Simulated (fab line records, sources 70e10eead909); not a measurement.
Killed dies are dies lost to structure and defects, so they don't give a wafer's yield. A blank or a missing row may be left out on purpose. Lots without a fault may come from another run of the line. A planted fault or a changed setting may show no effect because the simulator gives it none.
Tool commonality check | flow nand_harc | 3 lots, 9 wafers sampled

WHY IT WAS OPENED
At NHARC_END_SORT_01 the reading killed_at_periphery is flagged on 3 of 3 lots. Wafers without a fault read 3.3, standard deviation 2.8.
Rule: a lot is flagged when every wafer of it that has a number lies more than 4 standard deviations from that mean, or none has a number. The other lots count as sound.

lot  | measured     | on        | killed_at_periphery, wafer by wafer | flag
L672 | day 20 12:46 | prober-01 | 643 656 658                         | FLAGGED
L674 | day 20 21:01 | prober-02 | 639 630 642                         | FLAGGED
L676 | day 21 14:41 | prober-01 | 665 656 662                         | FLAGGED
The numbers of the flagged lots are 650.1 on average: +646.8 against the usual, or +99 or more standard deviations.

WHICH TOOL RAN EACH LOT
The record holds 3 process steps before the reading, out of a route of 1159 steps. In each cell: the tool, then ch and the chambers that the sampled wafers went through, then the start.
lot  | flag    | NHARC_P_M1_ETCH_35                | NHARC_P_M1_DEGAS_29         | NHARC_P_M2_DEP_00
L672 | FLAGGED | rie_diel-03 ch 1,2,3, day 7 00:14 | pvd_sputter-02, day 7 01:13 | pecvd-02 ch 0,1, day 7 03:19
L674 | FLAGGED | rie_diel-03 ch 1,2,3, day 7 16:02 | pvd_sputter-02, day 7 16:59 | pecvd-04 ch 0,1,2, day 7 19:16
L676 | FLAGGED | rie_diel-03 ch 0,1,2, day 8 06:49 | pvd_sputter-02, day 8 07:49 | pecvd-02 ch 0,1, day 8 10:07
What these steps do:
- NHARC_P_M1_ETCH_35: etches the open film in N2/H2, target depth 40 nm, overetch 12 nm, time 43.94 s.
- NHARC_P_M1_DEGAS_29: time 60 s.
- NHARC_P_M2_DEP_00: deposits SiOC, target thk 182.5 nm.
- NHARC_END_SORT_01

FLAGGED OVER TOTAL, TOOL BY TOOL (the gauges that took the reading come last)
step                | tool           | lots run | flagged | share of the flagged lots | sound lots run after its first flagged lot
NHARC_P_M1_ETCH_35  | rie_diel-03    | 3        | 3       | all                       | 0
NHARC_P_M1_DEGAS_29 | pvd_sputter-02 | 3        | 3       | all                       | 0
NHARC_P_M2_DEP_00   | pecvd-02       | 2        | 2       | some                      | 0
NHARC_P_M2_DEP_00   | pecvd-04       | 1        | 1       | some                      | 0
NHARC_END_SORT_01   | prober-01      | 2        | 2       | some                      | 0
NHARC_END_SORT_01   | prober-02      | 1        | 1       | some                      | 0

WHAT THE TABLE ALLOWS
2 rows of the table ran every flagged lot: rie_diel-03 at NHARC_P_M1_ETCH_35, pvd_sputter-02 at NHARC_P_M1_DEGAS_29.
- rie_diel-03 at NHARC_P_M1_ETCH_35: 3 of its 3 lots flagged. It ran no sound lot before its first flagged lot in this sample, so the start can't be narrowed down.
- pvd_sputter-02 at NHARC_P_M1_DEGAS_29: 3 of its 3 lots flagged. It ran no sound lot before its first flagged lot in this sample, so the start can't be narrowed down.
Counting lots can't tell these 2 tools apart, because each fits a fault that began at some hour. More lots, or a look at what each step does to the wafer, might.

WHAT THE SIMULATOR HAD PUT IN
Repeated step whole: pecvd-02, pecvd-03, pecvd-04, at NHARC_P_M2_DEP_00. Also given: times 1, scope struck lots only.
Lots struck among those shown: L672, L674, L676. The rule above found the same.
